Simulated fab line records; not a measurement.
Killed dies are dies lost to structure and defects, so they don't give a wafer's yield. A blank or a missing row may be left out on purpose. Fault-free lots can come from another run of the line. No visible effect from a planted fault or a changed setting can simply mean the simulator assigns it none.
Which tool did it? ; flow n5-finfet ; 12 lots, 36 wafers sampled, at 6 steps of a route of 1938

## WHAT EACH GAUGE READ, for each wafer
N5_BEOL_M2_THK_MEAS_53: measures by xrf.
lot;measured;on;M2_THK (nm)
L075;day 7 18:34;film-metro-01;36.9 41.5 36.5
L077;day 7 22:10;film-metro-02;41.0 41.0 41.8
L079;day 8 04:41;film-metro-02;41.3 41.7 40.8
L081;day 9 08:13;film-metro-02;39.8 44.7 37.7
L084;day 9 11:56;film-metro-01;43.8 44.3 42.0
L085;day 10 08:43;film-metro-02;42.5 41.5 42.6
L087;day 10 12:36;film-metro-02;41.8 42.3 41.4
L089;day 10 22:56;film-metro-01;42.7 39.1 41.9
L090;day 11 10:26;film-metro-01;42.3 41.0 40.9
L093;day 11 20:22;film-metro-01;40.4 40.8 40.0
L095;day 12 10:41;film-metro-02;41.1 42.7 42.1
L096;day 13 04:53;film-metro-01;41.5 42.7 40.7

## WHICH TOOL RAN EACH LOT (tool, then ch and the chambers of the sampled wafers, then the start)
lot;N5_BEOL_M2_ILD_DEP_00;N5_BEOL_M2_STRIP_66;N5_BEOL_M2_TRENCH_ETCH_37;N5_BEOL_M2_ANNEAL_80;N5_BEOL_M2_SPUTTER_96
L075;pecvd-04 ch 1,2, day 6 21:11;rie-diel-01 ch 0,1,3, day 6 22:28;rie-diel-05 ch 0,1, day 7 16:19 or earlier;pvd-sputter-01, day 7 16:19;pvd-sputter-01, day 7 17:46
L077;pecvd-02 ch 1,2, day 7 09:57;rie-diel-01 ch 1,2, day 7 13:24;rie-diel-03 ch 0,1,2, day 7 19:54 or earlier;pvd-sputter-02, day 7 19:54;pvd-sputter-02, day 7 21:22
L079;pecvd-02 ch 0,1, day 7 15:59;rie-diel-05 ch 0,1, day 7 19:03;rie-diel-01 ch 0,2, day 8 02:26 or earlier;pvd-sputter-02, day 8 02:26;pvd-sputter-02, day 8 03:54
L081;pecvd-02 ch 0,2, day 8 15:06;rie-diel-03 ch 1,2,3, day 8 17:13;rie-diel-01 ch 1,2, day 9 05:58 or earlier;pvd-sputter-03, day 9 05:58;pvd-sputter-03, day 9 07:25
L084;pecvd-02 ch 0,2, day 8 23:16;rie-diel-01 ch 1,2,3, day 9 02:46;rie-diel-05 ch 0,2,3, day 9 09:40 or earlier;pvd-sputter-01, day 9 09:40;pvd-sputter-01, day 9 11:07
L085;pecvd-02 ch 0,2, day 9 17:10;rie-diel-05 ch 0,1,2, day 9 18:13;rie-diel-05 ch 2,3, day 10 06:25 or earlier;pvd-sputter-02, day 10 06:25;pvd-sputter-02, day 10 07:53
L087;pecvd-04 ch 1,2, day 10 05:55;rie-diel-03 ch 2,3, day 10 06:49;rie-diel-03 ch 0,3, day 10 10:18 or earlier;pvd-sputter-03, day 10 10:18;pvd-sputter-03, day 10 11:46
L089;pecvd-04 ch 0,2, day 10 12:37;rie-diel-05 ch 0,3, day 10 14:18;rie-diel-03 ch 1,3, day 10 20:25 or earlier;pvd-sputter-02, day 10 20:25;pvd-sputter-02, day 10 21:52
L090;pecvd-02 ch 0,2, day 10 18:40;rie-diel-05 ch 0,1,3, day 10 23:02;rie-diel-03 ch 0,1,3, day 11 08:11 or earlier;pvd-sputter-03, day 11 08:11;pvd-sputter-03, day 11 09:39
L093;pecvd-04 ch 0,1, day 11 10:31;rie-diel-05 ch 1,3, day 11 12:33;rie-diel-03 ch 1,2,3, day 11 17:57 or earlier;pvd-sputter-02, day 11 17:57;pvd-sputter-02, day 11 19:25
L095;pecvd-02 ch 1,2, day 11 18:14;rie-diel-05 ch 0,3, day 11 20:12;rie-diel-05 ch 1,2,3, day 12 08:17 or earlier;pvd-sputter-03, day 12 08:17;pvd-sputter-03, day 12 09:45
L096;pecvd-04 ch 0,1,2, day 12 18:52;rie-diel-05 ch 0,2,3, day 12 20:19;rie-diel-03 ch 0,2,3, day 13 02:38 or earlier;pvd-sputter-03, day 13 02:38;pvd-sputter-03, day 13 04:05
- N5_BEOL_M2_ILD_DEP_00: deposits SiOC from DEMS/O2, target thk 79 nm, time 15.3 s.
- N5_BEOL_M2_STRIP_66: strips in CF4.
- N5_BEOL_M2_TRENCH_ETCH_37: etches SiOC in C4F6/O2, target depth 55.555 nm, time 29.2 s.
- N5_BEOL_M2_ANNEAL_80: time 240 s.
- N5_BEOL_M2_SPUTTER_96: material Cu, target thk 4.5 nm, time 8.29 s.

## THE ANSWER, worked out from the rows above alone
Rule: what is usual is taken from the lots themselves. Put in order of their means at a reading, lots are off if they are a third of the lots or fewer, leave a main group of 4 or more, and stand apart from it by a gap of 3 or more times the standard deviation of the main group's means; of several such gaps the widest counts. The tables above print the reading to a certain number of digits; a main group whose means all agree to those digits is not used. A lot without any number at a reading at which 4 lots or more have one is off too. Where the step has rows for the other lots, those lots are counted as sound.
Across all readings shown, no lot is off: no conclusion can be drawn from this.

## WHAT THE SIMULATOR HAD PUT IN
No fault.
